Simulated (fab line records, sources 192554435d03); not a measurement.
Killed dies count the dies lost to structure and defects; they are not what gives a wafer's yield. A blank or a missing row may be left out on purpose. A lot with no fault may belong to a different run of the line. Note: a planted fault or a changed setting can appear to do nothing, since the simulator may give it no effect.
Lot-split experiment    flow n5 finfet    on a route of 1938 steps: 7 lots, 21 wafers read

== ON THE SPLIT ==
At N5_BEOL_M2_TRENCH_ETCH_37 (etches SiOC in C4F6/O2, target depth 55.555 nm, time 29.2 s), the setting bias w was moved away from the recipe's 185 W on 7 of the 21 wafers read, by -16.5% to +17.7%. For the rest of the wafers, this setting stayed at what the recipe calls for.

The reading is taken at the split's own step.

== THE READING ==
rf vpp V, in V, at N5_BEOL_M2_TRENCH_ETCH_37 (etches SiOC in C4F6/O2, target depth 55.555 nm, time 29.2 s). Fault-free wafers of this fab line usually give 665 V, standard deviation 4.7 V.

wafer   tool, chamber at the split  bias w as run, W  against the recipe  rf vpp V, V  against lot-mates on the recipe
L074.1  rie diel-02, 0              185               recipe              664          -
L074.3  rie diel-02, 2              160.7             -13.1%              589          -75
L074.5  rie diel-02, 0              160.7             -13.1%              593          -71
L075.1  rie diel-01, 0              185               recipe              668          -
L075.3  rie diel-01, 3              217.7             +17.7%              762          +93
L075.6  rie diel-01, 1              185               recipe              670          -
L076.3  rie diel-02, 1              185               recipe              670          -
L076.5  rie diel-02, 3              210.3             +13.7%              735          +68
L076.6  rie diel-02, 0              185               recipe              665          -
L079.1  rie diel-01, 3              185               recipe              669          -
L079.5  rie diel-01, 2              185               recipe              660          -
L079.6  rie diel-01, 1              185               recipe              669          -
L091.1  rie diel-02, 2              185               recipe              658          -
L091.3  rie diel-02, 1              185               recipe              671          -
L091.5  rie diel-02, 3              154.4             -16.5%              576          -88
L089.2  rie diel-05, 3              185               recipe              664          -
L089.4  rie diel-05, 0              185               recipe              654          -
L089.5  rie diel-05, 2              185               recipe              665          -
L096.2  rie diel-02, 3              160.1             -13.5%              593          -71
L096.3  rie diel-02, 0              185               recipe              664          -
L096.5  rie diel-02, 2              160.1             -13.5%              587          -77

FIT RESULTS
A straight line over all 21 wafers: rf vpp V changes by +5.46 V for each +1% of bias w; r = +1.00; the points scatter about the line by 4.5 V.
The same after taking each lot's own level away (the mean of its wafers on the recipe; 21 wafers): +5.34 V for each +1%; r = +1.00; scatter 4 V.
According to that fit, moving bias w by its largest amount changes the reading by 94 V.
Measured against the standard deviation above, the lots' own levels, which go from 661.0 to 669.0 V, span 1.7 times it.
The two slopes agree, so the slope changes little with the lot-to-lot level.
Check: for one of the wafers moved furthest among these (+17.7%), held out of the fit, the line's prediction against its lot-mates is +93.9 V. Against them it came out at +93 V.
Tool readings at the split's step, against how far the setting was moved: rf vpp V r = +1.00.

== FURTHER SPLITS ON THESE WAFERS ==
Note: prior to the reading, these wafers also went through further splits. Each is held against what the fit with the lots' levels taken away leaves over:
other split on the same wafers  wafers away from the commonest value  r with rf vpp V (lot level and that fit taken away)
N5_BEOL_M2_EXPOSE_08 dose mj    11                                    -0.19
N5_BEOL_M2_DESCUM_16 time s     6                                     +0.01

== THE WHOLE CHAIN: every reading that the file lists as answering this split, in the file's order ==
step                       what it does                                                 reading                                                                    change (the file's fit)                r (the file's)
N5_BEOL_M2_TRENCH_ETCH_37  etches SiOC in C4F6/O2, target depth 55.555 nm, time 29.2 s  rf vpp V                                                                   +5.31 V for each +1% of the setting    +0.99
N5_BEOL_M2_TRENCH_ETCH_37  etches SiOC in C4F6/O2, target depth 55.555 nm, time 29.2 s  BEOL_M2.feature depth nm (the simulator's own value, which no gauge read)  +0.191 nm for each +1% of the setting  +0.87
N5_BEOL_M2_TRENCH_ETCH_37  etches SiOC in C4F6/O2, target depth 55.555 nm, time 29.2 s  etch.depth nm (the simulator's own value, which no gauge read)             +0.187 nm for each +1% of the setting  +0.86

== THE FILE'S OWN FIT ==
rf vpp V changes by +5.31 V for each +1% of bias w, r = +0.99.
